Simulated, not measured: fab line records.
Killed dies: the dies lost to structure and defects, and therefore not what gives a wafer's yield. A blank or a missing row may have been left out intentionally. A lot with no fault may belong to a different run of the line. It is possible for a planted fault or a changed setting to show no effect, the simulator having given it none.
fab line records | flow n5Finfet | part 1 of 2: steps 1 to 19 of 26
record lots=5 | wafers=15 | lastDay=17
route steps=1938 shown BEOL_M0_SAQP@669
lots that met no fault: from a run of the same line without faults
startH: start of the lot's first displayed wafer, in hours after the record's first day | waitH: how many hours have passed since the lot's step before this one | " as in the row above | L1.1+2: a single row standing in for several wafers | - no value, or no start was given | * or withheld: withheld | < > ~ a bound
route shown NAME@n: NAME is a module with steps in the file, n the number in the route of the first one | usual: mean/standard deviation of fault-free wafers | same: alike in all rows | chamber/n: place in a boat | sites: readings site by site | _std_site: their standard deviation | _edge_site: the outer-site mean with the inner-site mean subtracted | radiusMm: for every site, how far away it sits from the centre of the wafer | mask NAME#n: copy n | behind: the tool/chamber that last shaped the wafer | hold: why the lot was held/for how many hours/how that ended | device: which transistor (n, p or np) failed to switch | end of line: tests of these same wafers at the route's end | where a step has no rows: the recipe by itself | killed: at the first sort, the dies lost to defects and structure; wafer yield is something else | map: a wafer's dies, x killed, . not, _ none there
set.NAME: the run value of the setting; set.NAME@STEP: its run value at that earlier step | model.NAME: the simulator's own value behind a step, which no gauge read
lots at selected steps of the route; one table per step, one row per wafer
services: from which hour (startH, from the record's first day; less than 0 if before it) a tool's chamber was out of use, for how many hours, and why
## steps
# step N5_BEOL_M0_SAQP_MANDREL_ETCH_103
# recipe chemistry=HBr/Cl2 | target=a-Si | targetDepthA=450 | btTimeS=10 | stopOn=SiCN | maskMaterial=SiO2 | overEtchFrac=0.8 | timeS=27 | pressureMtorr=10 | icpW=800 | biasW=75 | HBr_flow_sccm=150 | Cl2_flow_sccm=80 | ends=endPoint
# usual drypumpMotorCurrentA=5.6/0.33 | oesProductAu=0.676/0.011 | throttleValvePct=35.42/0.24
# same btTimeS=10
lot.wafer | tool     | chamber | startH | waitH | drypumpMotorCurrentA | oesProductAu | rfHoursCounterH | throttleValvePct
L074.2    | rieSi-06 | 3       | 118.04 | 0.0   | 5.5                  | 0.677        | 120             | 35.71
L074.3    | "        | 2       | "      | "     | 5.2                  | 0.663        | 152             | 35.69
L074.6    | "        | 1       | "      | "     | 6.0                  | 0.668        | -               | 35.18
L082.1    | rieSi-04 | 2       | 160.06 | 0.0   | 5.7                  | 0.657        | 55              | 35.53
L082.3    | "        | 1       | "      | "     | 5.5                  | 0.681        | 144             | 35.58
L082.6    | "        | 0       | "      | "     | 5.6                  | 0.675        | -               | 35.31
L084.2    | rieSi-06 | 3       | 172.57 | 0.0   | 5.5                  | 0.679        | 121             | 35.69
L084.3    | "        | 2       | "      | "     | 5.2                  | 0.656        | 153             | 35.71
L084.6    | "        | 1       | "      | "     | 6.0                  | 0.673        | -               | 35.22
L088.4    | rieSi-04 | 3       | 194.71 | 0.0   | 6.5                  | 0.691        | 111             | 35.22
L088.5    | "        | 1       | "      | "     | 5.5                  | 0.691        | -               | 35.56
L088.6    | "        | 2       | "      | "     | 5.7                  | 0.672        | -               | 35.49
L092.2    | rieSi-06 | 1       | 221.40 | 0.0   | 6.0                  | 0.674        | 141             | 35.19
L092.3    | "        | 3       | "      | "     | 5.5                  | 0.684        | 122             | 35.68
L092.6    | "        | 2       | "      | "     | 5.1                  | 0.680        | -               | 35.68
# step N5_BEOL_M0_SAQP_RECESS_104
# recipe chemistry=HF/NH3 | target=SiO2 | targetDepthA=180 | afsCycles=3 | tempC=30 | sublimationTempC=180 | sublimationTimeS=60
# usual drypumpMotorCurrentA=6.0/0.5 | tempC=30.00/0.12
# same sublimationTimeS=60
lot.wafer | tool         | chamber | startH | waitH | drypumpMotorCurrentA | tempC
L074.2    | vaporEtch-02 | 0       | 118.12 | 0.1   | 5.2                  | 30.04
L074.3    | "            | 0       | "      | "     | 5.2                  | 30.16
L074.6    | "            | 0       | "      | "     | 5.2                  | 30.11
L082.1    | vaporEtch-01 | 0       | 160.14 | 0.1   | 6.5                  | 29.74
L082.3    | "            | 1       | "      | "     | 6.3                  | 30.10
L082.6    | "            | 1       | "      | "     | 6.3                  | 29.87
L084.2    | vaporEtch-01 | 1       | 172.96 | 0.4   | 6.3                  | 30.17
L084.3    | "            | 0       | "      | "     | 6.5                  | 30.06
L084.6    | "            | 0       | "      | "     | 6.5                  | 29.83
L088.4    | vaporEtch-02 | 1       | 194.91 | 0.2   | 6.0                  | 29.88
L088.5    | "            | 1       | "      | "     | 5.9                  | 29.78
L088.6    | "            | 0       | "      | "     | 5.2                  | 30.03
L092.2    | vaporEtch-02 | 1       | 221.48 | 0.1   | 6.0                  | 30.04
L092.3    | "            | 0       | "      | "     | 5.2                  | 29.96
L092.6    | "            | 1       | "      | "     | 6.0                  | 29.90
# step N5_BEOL_M0_SAQP_COAT_105
# recipe resist=SOC | tempC=250 | timeS=60 | spinRpm=1500 | resistThkNm=100
# usual spinSpeedRpm=1499.9/1.2
lot.wafer | tool          | chamber | startH | waitH | spinSpeedRpm
L074.2    | lithoTrack-04 | 0       | 118.51 | 0.3   | 1501.3
L074.3    | "             | 0       | "      | "     | 1500.6
L074.6    | "             | 0       | "      | "     | 1500.5
L082.1    | lithoTrack-01 | 0       | 160.52 | 0.3   | 1499.2
L082.3    | "             | 0       | "      | "     | 1498.6
L082.6    | "             | 0       | "      | "     | 1498.7
L084.2    | lithoTrack-04 | 0       | 173.35 | 0.3   | 1497.7
L084.3    | "             | 0       | "      | "     | 1499.1
L084.6    | "             | 0       | "      | "     | 1499.0
L088.4    | lithoTrack-01 | 0       | 195.18 | 0.2   | 1499.6
L088.5    | "             | 0       | "      | "     | 1502.7
L088.6    | "             | 0       | "      | "     | 1502.5
L092.2    | lithoTrack-04 | 0       | 221.88 | 0.3   | 1499.1
L092.3    | "             | 0       | "      | "     | 1501.4
L092.6    | "             | 0       | "      | "     | 1498.5
# step N5_BEOL_M0_SAQP_ETCH_106
# recipe chemistry=N2/H2 | target=SOC | targetDepthA=1500 | stopOn=SiNx | ionEnergyEv=100 | biasW=61 | pressureMtorr=30 | sourceW=850 | n2FlowSccm=200 | h2FlowSccm=200
# usual drypumpMotorCurrentA=5.8/0.54 | n2FlowSccm=200.0/0.58 | oesProductAu=0.74/0.077 | rfVppV=240.5/1.2 | showerheadPlenumPTorr=2.54/0.078 | throttleValvePct=17.94/0.23
lot.wafer | tool       | chamber | startH | waitH | drypumpMotorCurrentA | n2FlowSccm | oesProductAu | rfHoursCounterH | rfVppV | showerheadPlenumPTorr | throttleValvePct
L074.2    | rieDiel-02 | 3       | 118.57 | -     | 4.8                  | 199.8      | 0.74         | 165             | 239.7  | 2.54                  | 18.02
L074.3    | "          | 1       | "      | "     | 5.9                  | 198.8      | 0.70         | 244             | 238.5  | 2.41                  | 17.84
L074.6    | "          | 3       | "      | "     | 4.8                  | 199.8      | 0.75         | -               | 241.6  | 2.54                  | 18.01
L082.1    | rieDiel-04 | 2       | 160.59 | -     | 5.5                  | 200.2      | 0.76         | 162             | 243.0  | 2.64                  | 17.81
L082.3    | "          | 3       | "      | "     | 5.7                  | 199.6      | 0.69         | 234             | 238.5  | 2.40                  | 18.13
L082.6    | "          | 1       | "      | "     | 6.7                  | 198.9      | 0.77         | -               | 238.6  | 2.44                  | 18.03
L084.2    | rieDiel-02 | 0       | 173.49 | -     | 6.0                  | 201.0      | 0.70         | 214             | 241.2  | 2.52                  | 18.31
L084.3    | "          | 1       | "      | "     | 5.9                  | 201.0      | 0.96         | 5               | 241.5  | 2.72                  | 17.45
L084.6    | "          | 3       | "      | "     | 4.7                  | 199.4      | 0.73         | -               | 240.5  | 2.53                  | 18.04
L088.4    | rieDiel-05 | 2       | 195.36 | -     | 5.5                  | 200.4      | 0.68         | 245             | 240.4  | 2.50                  | 17.92
L088.5    | "          | 0       | "      | "     | 5.4                  | 199.4      | 0.69         | -               | 240.4  | 2.52                  | 17.96
L088.6    | "          | 3       | "      | "     | 5.6                  | 201.0      | 0.71         | -               | 241.1  | 2.52                  | 18.27
L092.2    | rieDiel-02 | 1       | 221.94 | -     | 5.9                  | 200.1      | 0.91         | 20              | 243.1  | 2.72                  | 17.47
L092.3    | "          | 0       | "      | "     | 6.0                  | 199.5      | 0.69         | 226             | 241.8  | 2.51                  | 18.33
L092.6    | "          | 1       | "      | "     | 5.9                  | 200.6      | 0.91         | -               | 243.1  | 2.72                  | 17.46
# step N5_BEOL_M0_SAQP_ETCH_107
# recipe chemistry=CH3F/O2 | target=SiNx | targetDepthA=300 | maskMaterial=SOC | pressureMtorr=30 | sourceW=395 | biasW=73 | Ar_flow_sccm=150 | CH3F_flow_sccm=30 | O2_flow_sccm=20 | ionEnergyEv=120
# usual CH3F_flow_sccm=29.99/0.093 | drypumpMotorCurrentA=5.8/0.55 | oes_ar_750_au=0.75/0.079 | oesProductAu=0.75/0.078 | rfVppV=298/3.3 | showerheadPlenumPTorr=2.00/0.06 | throttleValvePct=16.49/0.23
lot.wafer | tool       | chamber | startH | waitH | CH3F_flow_sccm | drypumpMotorCurrentA | oes_ar_750_au | oesProductAu | rfHoursCounterH | rfVppV | showerheadPlenumPTorr | throttleValvePct
L074.2    | rieDiel-02 | 3       | 118.63 | 0.0   | 30.05          | 4.7                  | 0.76          | 0.75         | 165             | 295    | 2.00                  | 16.58
L074.3    | "          | 1       | "      | "     | 29.99          | 5.9                  | 0.71          | 0.71         | 244             | 296    | 1.89                  | 16.40
L074.6    | "          | 3       | "      | "     | 30.06          | 4.7                  | 0.76          | 0.75         | -               | 294    | 2.00                  | 16.59
L082.1    | rieDiel-04 | 2       | 160.65 | 0.0   | 29.80          | 5.5                  | 0.76          | 0.76         | 162             | 300    | 2.08                  | 16.40
L082.3    | "          | 3       | "      | "     | 30.16          | 5.7                  | 0.70          | 0.70         | 234             | 296    | 1.89                  | 16.76
L082.6    | "          | 1       | "      | "     | 30.04          | 6.6                  | 0.77          | 0.77         | -               | 292    | 1.92                  | 16.50
L084.2    | rieDiel-02 | 0       | 173.55 | 0.0   | 30.00          | 6.0                  | 0.71          | 0.71         | 214             | 297    | 1.98                  | 16.75
L084.3    | "          | 1       | "      | "     | 30.07          | 5.9                  | 0.97          | 0.97         | 5               | 300    | 2.14                  | 15.96
L084.6    | "          | 3       | "      | "     | 30.02          | 4.7                  | 0.74          | 0.74         | -               | 298    | 2.00                  | 16.62
L088.4    | rieDiel-05 | 2       | 195.42 | 0.0   | 30.10          | 5.5                  | 0.70          | 0.69         | 245             | 295    | 1.97                  | 16.39
L088.5    | "          | 0       | "      | "     | 29.87          | 5.4                  | 0.69          | 0.68         | -               | 298    | 1.97                  | 16.53
L088.6    | "          | 3       | "      | "     | 29.73          | 5.6                  | 0.71          | 0.71         | -               | 302    | 1.98                  | 16.86
L092.2    | rieDiel-02 | 1       | 222.00 | 0.0   | 29.90          | 5.9                  | 0.93          | 0.93         | 20              | 301    | 2.13                  | 15.99
L092.3    | "          | 0       | "      | "     | 30.06          | 6.0                  | 0.70          | 0.70         | 226             | 297    | 1.97                  | 16.80
L092.6    | "          | 1       | "      | "     | 29.94          | 5.9                  | 0.93          | 0.92         | -               | 300    | 2.13                  | 15.98
# step N5_BEOL_M0_SAQP_STRIP_108
# recipe chemistry=N2/H2 | powerW=500 | tempC=40 | pressureMtorr=50 | rfFrequencyHz=6e+07 | overashFraction=0.3 | biasPowerW=28 | h2Frac=0.5 | n2FlowSccm=300 | h2FlowSccm=300
# usual drypumpMotorCurrentA=5.8/0.55 | n2FlowSccm=300.0/0.86 | oesProductAu=0.75/0.078 | rfVppV=121.8/0.96 | showerheadPlenumPTorr=3.36/0.099 | tempC=40.00/0.1 | throttleValvePct=19.0/0.31
lot.wafer | tool       | chamber | startH | waitH | drypumpMotorCurrentA | n2FlowSccm | oesProductAu | rfHoursCounterH | rfVppV | showerheadPlenumPTorr | tempC | throttleValvePct
L074.2    | rieDiel-02 | 3       | 118.67 | 0.0   | 4.8                  | 298.8      | 0.75         | 165             | 121.0  | 3.36                  | 39.95 | 19.2
L074.3    | "          | 1       | "      | "     | 5.9                  | 298.3      | 0.70         | 244             | 121.6  | 3.19                  | 39.99 | 18.8
L074.6    | "          | 3       | "      | "     | 4.8                  | 301.0      | 0.76         | -               | 120.6  | 3.36                  | 40.23 | 19.1
L082.1    | rieDiel-04 | 2       | 160.69 | 0.0   | 5.5                  | 300.4      | 0.76         | 162             | 121.8  | 3.49                  | 40.09 | 18.8
L082.3    | "          | 3       | "      | "     | 5.6                  | 300.0      | 0.70         | 234             | 120.8  | 3.18                  | 39.96 | 19.0
L082.6    | "          | 1       | "      | "     | 6.6                  | 299.7      | 0.78         | -               | 120.5  | 3.23                  | 40.16 | 19.3
L084.2    | rieDiel-02 | 0       | 173.59 | 0.0   | 6.0                  | 300.8      | 0.71         | 214             | 120.5  | 3.33                  | 40.03 | 19.6
L084.3    | "          | 1       | "      | "     | 5.9                  | 297.9      | 0.96         | 5               | 122.2  | 3.59                  | 39.76 | 18.5
L084.6    | "          | 3       | "      | "     | 4.8                  | 300.4      | 0.72         | -               | 121.9  | 3.35                  | 39.99 | 19.2
L088.4    | rieDiel-05 | 2       | 195.46 | 0.0   | 5.5                  | 301.4      | 0.69         | 245             | 120.6  | 3.31                  | 40.07 | 19.2
L088.5    | "          | 0       | "      | "     | 5.4                  | 300.6      | 0.69         | -               | 122.0  | 3.33                  | 39.87 | 19.0
L088.6    | "          | 3       | "      | "     | 5.6                  | 301.7      | 0.72         | -               | 123.4  | 3.33                  | 40.15 | 19.2
L092.2    | rieDiel-02 | 1       | 222.04 | 0.0   | 5.9                  | 300.5      | 0.93         | 20              | 121.2  | 3.58                  | 40.07 | 18.5
L092.3    | "          | 0       | "      | "     | 6.0                  | 299.6      | 0.71         | 226             | 121.1  | 3.32                  | 40.06 | 19.6
L092.6    | "          | 1       | "      | "     | 5.9                  | 299.2      | 0.92         | -               | 122.1  | 3.58                  | 40.00 | 18.5
# step N5_BEOL_M0_SAQP_RECESS_109
# recipe chemistry=HF/NH3 | target=SiO2 | targetDepthA=30 | afsCycles=1 | tempC=30 | sublimationTempC=180 | sublimationTimeS=60
# usual drypumpMotorCurrentA=6.0/0.49 | tempC=30.02/0.11
# same sublimationTimeS=60
lot.wafer | tool         | chamber | startH | waitH | drypumpMotorCurrentA | tempC
L074.2    | vaporEtch-02 | 1       | 118.90 | 0.2   | 6.0                  | 30.09
L074.3    | "            | 0       | "      | "     | 5.2                  | 30.12
L074.6    | "            | 1       | "      | "     | 6.0                  | 30.12
L082.1    | vaporEtch-02 | 1       | 160.99 | 0.3   | 6.0                  | 30.11
L082.3    | "            | 1       | "      | "     | 5.9                  | 30.07
L082.6    | "            | 0       | "      | "     | 5.2                  | 30.04
L084.2    | vaporEtch-02 | 1       | 173.66 | 0.0   | 5.9                  | 29.92
L084.3    | "            | 1       | "      | "     | 6.0                  | 29.81
L084.6    | "            | 0       | "      | "     | 5.2                  | 30.07
L088.4    | vaporEtch-01 | 0       | 195.56 | 0.1   | 6.4                  | 29.89
L088.5    | "            | 0       | "      | "     | 6.4                  | 29.92
L088.6    | "            | 1       | "      | "     | 6.3                  | 29.84
L092.2    | vaporEtch-01 | 0       | 222.10 | 0.0   | 6.5                  | 30.24
L092.3    | "            | 1       | "      | "     | 6.3                  | 30.04
L092.6    | "            | 0       | "      | "     | 6.5                  | 30.21
# step N5_BEOL_M0_SAQP_SPACER2_ALD_26
# recipe material=SiO2 | targetThkA=150 | tempC=300 | aldPrecursorFamily=BDEAS | aldCoReactant=O2-plasma | pulseTimeS=1 | purgeTimeS=2 | coReactantPurgeTimeS=2 | pressureTorr=2
# usual chamberPressureTorr=2.000/0.0048 | heaterPowerW=468/43 | precursorPulseHeightRel=1.000/0.02
# same coReactantPurgeTimeS=2
lot.wafer | tool      | chamber | startH | waitH | chamberPressureTorr | heaterPowerW | precursorPulseHeightRel
L074.2    | aldSin-02 | 2       | 119.05 | 0.1   | 2.000               | 478          | 1.008
L074.3    | "         | 3       | "      | "     | 2.004               | 370          | 0.994
L074.6    | "         | 1       | "      | "     | 2.006               | 433          | 1.037
L082.1    | aldSin-04 | 1       | 161.48 | 0.4   | 1.997               | 499          | 1.014
L082.3    | "         | 2       | "      | "     | 2.009               | 441          | 0.984
L082.6    | "         | 0       | "      | "     | 1.996               | 517          | 0.956
L084.2    | aldSin-04 | 0       | 174.40 | 0.7   | 1.994               | 499          | 0.973
L084.3    | "         | 1       | "      | "     | 2.000               | 495          | 1.014
L084.6    | "         | 0       | "      | "     | 1.998               | 516          | 0.999
L088.4    | aldSin-01 | 3       | 195.66 | 0.1   | 1.992               | 476          | 0.997
L088.5    | "         | 3       | "      | "     | 1.997               | 490          | 1.017
L088.6    | "         | 0       | "      | "     | 1.995               | 458          | 1.002
L092.2    | aldSin-01 | 0       | 222.24 | 0.1   | 1.993               | 462          | 0.971
L092.3    | "         | 2       | "      | "     | 1.998               | 447          | 1.013
L092.6    | "         | 1       | "      | "     | 2.003               | 498          | 0.961
# step N5_BEOL_M0_SAQP_SPACER2_ETCHBACK_27
# recipe chemistry=CHF3/O2 | mode=anisotropicEtchback | target=SiO2 | targetDepthA=225 | timeS=11.25 | pressureMtorr=30 | sourceW=650 | biasW=170 | Ar_flow_sccm=200 | CHF3_flow_sccm=50 | O2_flow_sccm=5 | ionEnergyEv=200
# usual drypumpMotorCurrentA=5.8/0.53 | oes_ar_750_au=0.74/0.054 | oesProductAu=0.73/0.055 | rfVppV=525/5.7 | showerheadPlenumPTorr=2.39/0.066 | throttleValvePct=19.06/0.22
lot.wafer | tool       | chamber | startH | waitH | drypumpMotorCurrentA | oes_ar_750_au | oesProductAu | rfHoursCounterH | rfVppV | showerheadPlenumPTorr | throttleValvePct
L074.2    | rieDiel-04 | 2       | 119.60 | 0.3   | 5.5                  | 0.78          | 0.78         | 149             | 528    | 2.50                  | 18.90
L074.3    | "          | 3       | "      | "     | 5.6                  | 0.71          | 0.72         | 220             | 524    | 2.29                  | 19.29
L074.6    | "          | 1       | "      | "     | 6.6                  | 0.79          | 0.79         | -               | 512    | 2.32                  | 18.99
L082.1    | rieDiel-04 | 3       | 162.20 | 0.5   | 5.6                  | 0.71          | 0.70         | 234             | 522    | 2.29                  | 19.31
L082.3    | "          | 0       | "      | "     | 6.1                  | 0.74          | 0.73         | 174             | 523    | 2.41                  | 19.08
L082.6    | "          | 2       | "      | "     | 5.5                  | 0.76          | 0.77         | -               | 528    | 2.50                  | 18.93
L084.2    | rieDiel-02 | 1       | 174.95 | 0.3   | 5.9                  | 0.97          | 0.97         | 6               | 529    | 2.57                  | 18.55
L084.3    | "          | 2       | "      | "     | 5.6                  | 0.76          | 0.75         | 135             | 532    | 2.41                  | 18.67
L084.6    | "          | 3       | "      | "     | 4.8                  | 0.74          | 0.74         | -               | 520    | 2.41                  | 19.16
L088.4    | rieDiel-05 | 2       | 196.21 | 0.3   | 5.5                  | 0.70          | 0.69         | 246             | 518    | 2.37                  | 18.87
L088.5    | "          | 2       | "      | "     | 5.5                  | 0.70          | 0.69         | -               | 518    | 2.37                  | 18.89
L088.6    | "          | 3       | "      | "     | 5.6                  | 0.71          | 0.71         | -               | 530    | 2.38                  | 19.40
L092.2    | rieDiel-05 | 1       | 222.86 | 0.4   | 6.7                  | 0.69          | 0.70         | 220             | 533    | 2.38                  | 19.15
L092.3    | "          | 0       | "      | "     | 5.4                  | 0.68          | 0.68         | 226             | 527    | 2.38                  | 19.06
L092.6    | "          | 1       | "      | "     | 6.7                  | 0.69          | 0.70         | -               | 532    | 2.38                  | 19.17
# step N5_BEOL_M0_SAQP_MANDREL2_REMOVE_110
# recipe chemistry=HBr/Cl2/O2 | btTimeS=10 | target=a-Si | stopOn=SiCN | endpoint=OES-SiCl | overEtchFrac=1 | icpW=600 | biasW=30 | HBr_flow_sccm=150 | Cl2_flow_sccm=80 | O2_flow_sccm=5 | pressureMtorr=10
# usual drypumpMotorCurrentA=5.8/0.37 | oesProductAu=0.992/0.014 | throttleValvePct=36.71/0.27
# same btTimeS=10
lot.wafer | tool     | chamber | startH | waitH | drypumpMotorCurrentA | oesProductAu | rfHoursCounterH | throttleValvePct
L074.2    | rieSi-04 | 2       | 119.69 | 0.1   | 5.7                  | 0.970        | 55              | 36.78
L074.3    | "        | 0       | "      | "     | 5.6                  | 0.988        | 137             | 36.57
L074.6    | "        | 3       | "      | "     | 6.4                  | 0.998        | -               | 36.46
L082.1    | rieSi-04 | 1       | 162.29 | 0.1   | 5.5                  | 1.009        | 144             | 36.82
L082.3    | "        | 0       | "      | "     | 5.5                  | 0.984        | 138             | 36.58
L082.6    | "        | 2       | "      | "     | 5.7                  | 0.981        | -               | 36.81
L084.2    | rieSi-03 | 2       | 175.04 | 0.1   | 6.1                  | 0.986        | 184             | 36.81
L084.3    | "        | 1       | "      | "     | 6.1                  | 1.025        | 26              | 37.14
L084.6    | "        | 0       | "      | "     | 6.0                  | 0.986        | -               | 36.71
L088.4    | rieSi-06 | 2       | 196.30 | 0.1   | 5.2                  | 0.977        | 153             | 36.94
L088.5    | "        | 0       | "      | "     | 5.4                  | 0.986        | -               | 36.35
L088.6    | "        | 1       | "      | "     | 6.0                  | 0.986        | -               | 36.46
L092.2    | rieSi-03 | 1       | 222.94 | 0.1   | 6.1                  | 1.007        | 27              | 37.14
L092.3    | "        | 0       | "      | "     | 6.0                  | 1.005        | 137             | 36.70
L092.6    | "        | 3       | "      | "     | 5.3                  | 0.978        | -               | 36.34
# step N5_BEOL_M0_SAQP_CD_MEAS_29
# recipe targetCdNm=14.4 | landingEnergyEv=1000 | detector=seInlens
# usual cdNm=14.98/0.22
lot.wafer | tool     | chamber | startH | waitH | cdNm
L074.2    | cdSem-01 | 0       | 119.80 | 0.1   | 14.93
L074.3    | "        | 0       | "      | "     | 15.04
L074.6    | "        | 0       | "      | "     | 15.14
L082.1    | cdSem-02 | 0       | 162.40 | 0.1   | 15.13
L082.3    | "        | 0       | "      | "     | 14.76
L082.6    | "        | 0       | "      | "     | 15.12
L084.2    | cdSem-01 | 0       | 175.15 | 0.1   | 15.25
L084.3    | "        | 0       | "      | "     | 14.87
L084.6    | "        | 0       | "      | "     | 14.94
L088.4    | cdSem-02 | 0       | 196.42 | 0.1   | 15.47
L088.5    | "        | 0       | "      | "     | 15.13
L088.6    | "        | 0       | "      | "     | 14.94
L092.2    | cdSem-02 | 0       | 223.06 | 0.1   | 15.02
L092.3    | "        | 0       | "      | "     | 14.66
L092.6    | "        | 0       | "      | "     | 14.91
# step N5_BEOL_M0_SAQP_COAT_69
# recipe resist=SOC | tempC=250 | timeS=60 | spinRpm=1500 | resistThkNm=90
# usual spinSpeedRpm=1500.2/1.1
lot.wafer | tool          | chamber | startH | waitH | spinSpeedRpm
L074.2    | lithoTrack-05 | 0       | 119.83 | 0.0   | 1498.3
L074.3    | "             | 0       | "      | "     | 1499.5
L074.6    | "             | 0       | "      | "     | 1499.6
L082.1    | lithoTrack-04 | 0       | 162.44 | 0.0   | 1500.2
L082.3    | "             | 0       | "      | "     | 1499.2
L082.6    | "             | 0       | "      | "     | 1500.3
L084.2    | lithoTrack-05 | 0       | 175.19 | 0.0   | 1500.3
L084.3    | "             | 0       | "      | "     | 1501.1
L084.6    | "             | 0       | "      | "     | 1500.3
L088.4    | lithoTrack-01 | 0       | 196.45 | 0.0   | 1500.0
L088.5    | "             | 0       | "      | "     | 1502.5
L088.6    | "             | 0       | "      | "     | 1500.8
L092.2    | lithoTrack-04 | 0       | 223.09 | 0.0   | 1498.8
L092.3    | "             | 0       | "      | "     | 1499.2
L092.6    | "             | 0       | "      | "     | 1501.1
# step N5_BEOL_M0_SAQP_COAT_72
# recipe resist=SiARC | tempC=220 | timeS=60 | spinRpm=1500 | resistThkNm=15
# usual spinSpeedRpm=1499.9/1.1
lot.wafer | tool          | chamber | startH | waitH | spinSpeedRpm
L074.2    | lithoTrack-05 | 0       | -      | -     | 1499.7
L074.3    | "             | 0       | "      | "     | 1498.8
L074.6    | "             | 0       | "      | "     | 1501.3
L082.1    | lithoTrack-04 | 0       | -      | -     | 1498.8
L082.3    | "             | 0       | "      | "     | 1500.9
L082.6    | "             | 0       | "      | "     | 1499.8
L084.2    | lithoTrack-05 | 0       | -      | -     | 1499.3
L084.3    | "             | 0       | "      | "     | 1500.3
L084.6    | "             | 0       | "      | "     | 1500.6
L088.4    | lithoTrack-01 | 0       | -      | -     | 1499.4
L088.5    | "             | 0       | "      | "     | 1501.1
L088.6    | "             | 0       | "      | "     | 1502.0
L092.2    | lithoTrack-04 | 0       | -      | -     | 1500.5
L092.3    | "             | 0       | "      | "     | 1500.0
L092.6    | "             | 0       | "      | "     | 1499.6
# step N5_BEOL_M0_SAQP_COAT_87
# recipe resist=underlayer | tempC=205 | timeS=60 | spinRpm=1500 | resistThkNm=5
# usual spinSpeedRpm=1500.2/1.2
lot.wafer | tool          | chamber | startH | waitH | spinSpeedRpm
L074.2    | lithoTrack-05 | 0       | -      | -     | 1501.6
L074.3    | "             | 0       | "      | "     | 1498.9
L074.6    | "             | 0       | "      | "     | 1501.7
L082.1    | lithoTrack-04 | 0       | -      | -     | 1500.9
L082.3    | "             | 0       | "      | "     | 1499.9
L082.6    | "             | 0       | "      | "     | 1499.5
L084.2    | lithoTrack-05 | 0       | -      | -     | 1497.9
L084.3    | "             | 0       | "      | "     | 1500.9
L084.6    | "             | 0       | "      | "     | 1500.1
L088.4    | lithoTrack-01 | 0       | -      | -     | 1499.1
L088.5    | "             | 0       | "      | "     | 1501.4
L088.6    | "             | 0       | "      | "     | 1500.7
L092.2    | lithoTrack-04 | 0       | -      | -     | 1500.0
L092.3    | "             | 0       | "      | "     | 1501.4
L092.6    | "             | 0       | "      | "     | 1498.9
# step N5_BEOL_M0_SAQP_COAT_34
# recipe resist=CAR-EUV | spinRpm=1500 | resistThkNm=30
# usual spinSpeedRpm=1500.0/1.2
lot.wafer | tool          | chamber | startH | waitH | spinSpeedRpm
L074.2    | lithoTrack-05 | 0       | -      | -     | 1499.7
L074.3    | "             | 0       | "      | "     | 1500.1
L074.6    | "             | 0       | "      | "     | 1501.7
L082.1    | lithoTrack-04 | 0       | -      | -     | 1500.7
L082.3    | "             | 0       | "      | "     | 1499.0
L082.6    | "             | 0       | "      | "     | 1501.3
L084.2    | lithoTrack-05 | 0       | -      | -     | 1500.7
L084.3    | "             | 0       | "      | "     | 1499.6
L084.6    | "             | 0       | "      | "     | 1499.3
L088.4    | lithoTrack-01 | 0       | -      | -     | 1501.1
L088.5    | "             | 0       | "      | "     | 1500.3
L088.6    | "             | 0       | "      | "     | 1499.1
L092.2    | lithoTrack-04 | 0       | -      | -     | 1501.5
L092.3    | "             | 0       | "      | "     | 1500.1
L092.6    | "             | 0       | "      | "     | 1500.9
# step N5_BEOL_M0_SAQP_EBR_36
# recipe solvent=PGMEA | ebrWidthMm=1.5
lot.wafer  | tool          | chamber | startH | waitH
L074.2+3+6 | lithoTrack-05 | 0       | -      | -
L082.1+3+6 | lithoTrack-04 | 0       | -      | -
L084.2+3+6 | lithoTrack-05 | 0       | -      | -
L088.4+5+6 | lithoTrack-01 | 0       | -      | -
L092.2+3+6 | lithoTrack-04 | 0       | -      | -
# step N5_BEOL_M0_SAQP_SOFTBAKE_35
# recipe tempC=110 | timeS=60 | resist=CAR-EUV
lot.wafer  | tool          | chamber | startH | waitH
L074.2+3+6 | lithoTrack-05 | 0       | -      | -
L082.1+3+6 | lithoTrack-04 | 0       | -      | -
L084.2+3+6 | lithoTrack-05 | 0       | -      | -
L088.4+5+6 | lithoTrack-01 | 0       | -      | -
L092.2+3+6 | lithoTrack-04 | 0       | -      | -
# step N5_BEOL_M0_SAQP_EXPOSE_37
# recipe maskId=M0_CUT1 | na=0.33 | sourceShape=annular | sigmaInner=0.35 | sigmaOuter=0.8 | polarization=unpolarized | targetCdNm=30 | doseMj=44.75
lot.wafer  | tool          | chamber | startH | waitH | mask
L074.2+3+6 | euvScanner-02 | 0       | 119.98 | -     | M0_CUT1#0
L082.1+3+6 | euvScanner-01 | 0       | 162.57 | -     | M0_CUT1#0
L084.2+3+6 | euvScanner-01 | 0       | 175.33 | -     | M0_CUT1#0
L088.4+5+6 | euvScanner-02 | 0       | 196.61 | -     | M0_CUT1#0
L092.2+3+6 | euvScanner-01 | 0       | 223.36 | -     | M0_CUT1#0
# step N5_BEOL_M0_SAQP_PEB_38
# recipe pebTempC=100 | pebTimeS=60 | resist=CAR-EUV
lot.wafer  | tool          | chamber | startH | waitH
L074.2+3+6 | lithoTrack-04 | 0       | 120.04 | 0.1
L082.1+3+6 | lithoTrack-01 | 0       | 162.64 | 0.1
L084.2+3+6 | lithoTrack-01 | 0       | 175.39 | 0.1
L088.4+5+6 | lithoTrack-04 | 0       | 196.65 | 0.0
L092.2+3+6 | lithoTrack-05 | 0       | 223.42 | 0.1
